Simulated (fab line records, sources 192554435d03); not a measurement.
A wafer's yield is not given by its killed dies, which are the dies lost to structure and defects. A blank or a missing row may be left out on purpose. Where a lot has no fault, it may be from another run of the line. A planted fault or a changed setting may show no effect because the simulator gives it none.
Split-lot trial    flow n5-finfet    route with 1938 steps; 7 lots, 39 wafers read

## SPLIT DETAILS
At N5_BEOL_M0_SAQP_ETCH_84 (etches SOC in N2/H2, target depth 100 nm, overetch 20 nm, time 150 s), the setting time-s was moved away from the recipe's 150 s on 12 of the 39 wafers read, by -45.1% to +26.0%. The other wafers ran this setting at the recipe's value.

## BETWEEN THE SPLIT AND THE READING: the file shows 1 step in between
- N5_BEOL_M0_SAQP_STRIP_80: strips in N2/H2

## THE READING
SiARC_of_BEOL_M0_SAQP_COAT_82.thk-nm (the simulator's own value, which no gauge read), in nm, at N5_BEOL_M0_SAQP_HM_OPEN_112 (chemistry CHF3/O2, target SiO2, stops on a-Si, target depth 12 nm, time 13.5 s). The file does not state a usual value for it. Across the 27 wafers here that went through the recipe, the average is 5.3 nm and the standard deviation 0.55 nm.

wafer   tool, chamber at the split  time-s as run, s  against the recipe  SiARC_of_BEOL_M0_SAQP_COAT_82.thk-nm, nm  against lot-mates on the recipe
L074.1  rie-diel-04, 1              150               recipe              5                                         -
L074.6  rie-diel-04, 1              150               recipe              5                                         -
L074.2  rie-diel-04, 0              150               recipe              5.8                                       -
L074.5  rie-diel-04, 2              150               recipe              5.8                                       -
L074.3  rie-diel-04, 2              150               recipe              5.6                                       -
L074.4  rie-diel-04, 3              150               recipe              4.2                                       -
L078.1  rie-diel-05, 1              150               recipe              5.2                                       -
L078.6  rie-diel-05, 0              150               recipe              5.2                                       -
L078.2  rie-diel-05, 3              187.2             +24.8%              4.8                                       -0.7
L078.3  rie-diel-05, 2              187.2             +24.8%              3.8                                       -1.7
L078.4  rie-diel-05, 0              187.2             +24.8%              3.6                                       -1.9
L078.5  rie-diel-05, 3              150               recipe              6.2                                       -
L082.1  rie-diel-04, 2              85.05             -43.3%              8.2                                       +2.9
L082.2  rie-diel-04, 1              150               recipe              5.2                                       -
L082.3  rie-diel-04, 0              150               recipe              6.2                                       -
L082.4  rie-diel-04, 3              150               recipe              4.4                                       -
L082.5  rie-diel-04, 0              85.05             -43.3%              8.6                                       +3.3
L082.6  rie-diel-04, 1              85.05             -43.3%              7.6                                       +2.3
L081.2  rie-diel-05, 2              150               recipe              5.6                                       -
L081.4  rie-diel-05, 1              150               recipe              5                                         -
L081.5  rie-diel-05, 0              150               recipe              5.4                                       -
L084.1  rie-diel-02, 2              150               recipe              5                                         -
L084.2  rie-diel-02, 1              150               recipe              5.8                                       -
L084.3  rie-diel-02, 3              150               recipe              5.8                                       -
L084.4  rie-diel-02, 2              150               recipe              5.2                                       -
L084.5  rie-diel-02, 3              150               recipe              6                                         -
L084.6  rie-diel-02, 1              150               recipe              6                                         -
L091.1  rie-diel-05, 3              189               +26.0%              3.8                                       -1.5
L091.4  rie-diel-05, 0              189               +26.0%              3.8                                       -1.5
L091.2  rie-diel-05, 1              150               recipe              5                                         -
L091.3  rie-diel-05, 2              150               recipe              5.4                                       -
L091.6  rie-diel-05, 2              150               recipe              5.4                                       -
L091.5  rie-diel-05, 3              189               +26.0%              3.6                                       -1.7
L093.1  rie-diel-02, 3              150               recipe              4.4                                       -
L093.5  rie-diel-02, 3              150               recipe              4.4                                       -
L093.2  rie-diel-02, 1              82.3              -45.1%              8.4                                       +3.5
L093.3  rie-diel-02, 0              150               recipe              5.8                                       -
L093.4  rie-diel-02, 0,1            82.3              -45.1%              8.2                                       +3.3
L093.6  rie-diel-02, 0,1            82.3              -45.1%              8.6                                       +3.7
The file does not say which wafer passed through which chamber wherever a row lists several chambers: such a row stands for several wafers.

THE FIT
A straight line over all 39 wafers: SiARC_of_BEOL_M0_SAQP_COAT_82.thk-nm changes by -0.0636 nm for each +1% of time-s; r = -0.93; the points scatter about the line by 0.52 nm.
The same after taking each lot's own level away (the mean of its wafers on the recipe; 39 wafers): -0.0687 nm for each +1%; r = -0.94; scatter 0.49 nm.
According to that fit, moving time-s by its largest amount changes the reading by 3.1 nm.
Across the lots, their own levels run from 4.87 to 5.63 nm, a range of 1.4 times the standard deviation given above.
Consequently the slope shifts little with the lot-to-lot level, the two slopes agreeing.
Check: +3.1 nm against its lot-mates is what the line predicts for one of the wafers moved furthest among these (-45.1%) when that wafer is left out of the fit. It came out at +3.53 nm against them.

## THE WHOLE CHAIN: every reading that the file lists as answering this split, in the file's order
step                                 what it does                                                                        reading                                                                                change (the file's fit)                                                               r (the file's)
N5_BEOL_M0_SAQP_ETCH_84              etches SOC in N2/H2, target depth 100 nm, overetch 20 nm, time 150 s                etch.depth-nm (the simulator's own value, which no gauge read)                         not straight: 63.82 at the lowest setting, 99.82 at the recipe, 100.2 at the highest  not given
N5_BEOL_M0_SAQP_ETCH_84              etches SOC in N2/H2, target depth 100 nm, overetch 20 nm, time 150 s                SiARC_of_BEOL_M0_SAQP_COAT_82.thk-nm (the simulator's own value, which no gauge read)  -0.0591 nm for each +1% of the setting                                                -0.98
N5_BEOL_M0_SAQP_HM_OPEN_112          chemistry CHF3/O2, target SiO2, stops on a-Si, target depth 12 nm, time 13.5 s      SiARC_of_BEOL_M0_SAQP_COAT_82.thk-nm (the simulator's own value, which no gauge read)  -0.0692 nm for each +1% of the setting                                                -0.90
N5_BEOL_M0_SAQP_MANDREL_ETCH_20      etches a-Si in HBr/Cl2, stops on SiNx, target depth 60 nm, bt time 10 s, time 30 s  oes-product-au                                                                         not straight: 0.323 at the lowest setting, 0.774 at the recipe, 0.764 at the highest  not given
N5_BEOL_M0_SAQP_MANDREL1_REMOVE_100  chemistry HBr/Cl2/O2, target a-Si, stops on SiNx, bt time 10 s                      oes-product-au                                                                         not straight: 0.376 at the lowest setting, 1.001 at the recipe, 0.986 at the highest  not given
N5_BEOL_M0_SAQP_MANDREL1_REMOVE_100  chemistry HBr/Cl2/O2, target a-Si, stops on SiNx, bt time 10 s                      BEOL_M0_SAQP.cd-nm (the simulator's own value, which no gauge read)                    not straight: 43.6 at the lowest setting, 12.86 at the recipe, 13 at the highest      not given

## THE FILE'S OWN FIT
SiARC_of_BEOL_M0_SAQP_COAT_82.thk-nm changes by -0.0692 nm for each +1% of time-s, r = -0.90.
